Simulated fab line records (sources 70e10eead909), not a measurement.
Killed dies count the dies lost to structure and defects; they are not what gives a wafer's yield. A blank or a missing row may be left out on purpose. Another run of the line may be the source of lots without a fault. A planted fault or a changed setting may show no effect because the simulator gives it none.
Matching of chambers    flow nand harc    4 sister chambers for NHARC_A_BLC_ALD_23 on ald metal-01
The step deposits TiN, target thk 3 nm, pulse time 1 s, ald cycles 150. 16 wafers are shown with their chamber, then 8 later ones without.

WAFERS PAIRED WITH THEIR CHAMBERS
wafer   chamber  heater power w (W)  precursor pulse height rel
L082.1  1        965                 0.987
L082.3  2        1254                1.004
L082.5  2        1239                1.020
L082.2  0        1194                0.991
L082.4  3        1122                1.005
L082.6  3        1160                1.012
L086.2  3        1165                1.013
L086.4  0        1217                1.015
L086.6  1        936                 1.003
L091.1  2        1259                0.974
L091.3  3        1201                0.997
L091.4  1        936                 0.999
L092.1  1        934                 0.981
L092.3  0        1209                0.996
L092.4  2        1232                0.992
L092.2  3        1169                0.998

SIGNATURES (averages over the wafers above)
reading                     chamber 0  chamber 1  chamber 2  chamber 3  scatter within a chamber
heater power w              1206.67    942.75     1246.00    1163.40    19.6
precursor pulse height rel  1.00067    0.99250    0.99750    1.00500    0.0129
Rule: distance of a wafer from a chamber = root of the sum over the readings of ((wafer's reading minus chamber's mean) / reading's scatter) squared. The wafer belongs to the nearest chamber; if the next one is less than 2 further off, it can't be placed. How the scatter is found: for the shown wafers, subtract from each reading the mean of its chamber, square and add these, divide the total by (wafers less chambers), then take the root.

WAFERS WITH NO CHAMBER GIVEN
wafer   heater power w (W)  precursor pulse height rel
L092.5  1233                0.989
L092.6  955                 1.003
L096.2  1164                0.972
L096.5  1152                0.992
L096.6  1238                1.004
L095.1  1276                1.017
L095.2  1233                1.021
L095.6  1167                0.973

WHICH CHAMBER EACH ONE RAN IN
wafer   from the rows above           in truth
L092.5  can't be placed: 2 or 0       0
L092.6  1                             1
L096.2  can't be placed: 3 or 0       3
L096.5  can't be placed: 3 or 0       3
L096.6  can't be placed: 2 or 0       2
L095.1  can't be placed: 2 or 0       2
L095.2  can't be placed: 2 or 0 or 3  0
L095.6  can't be placed: 3 or 0 or 2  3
1 of 8 placed correctly. Cannot be placed on the basis of these rows: 7; the candidates contain the true chamber in 7. 0 placed wrongly.
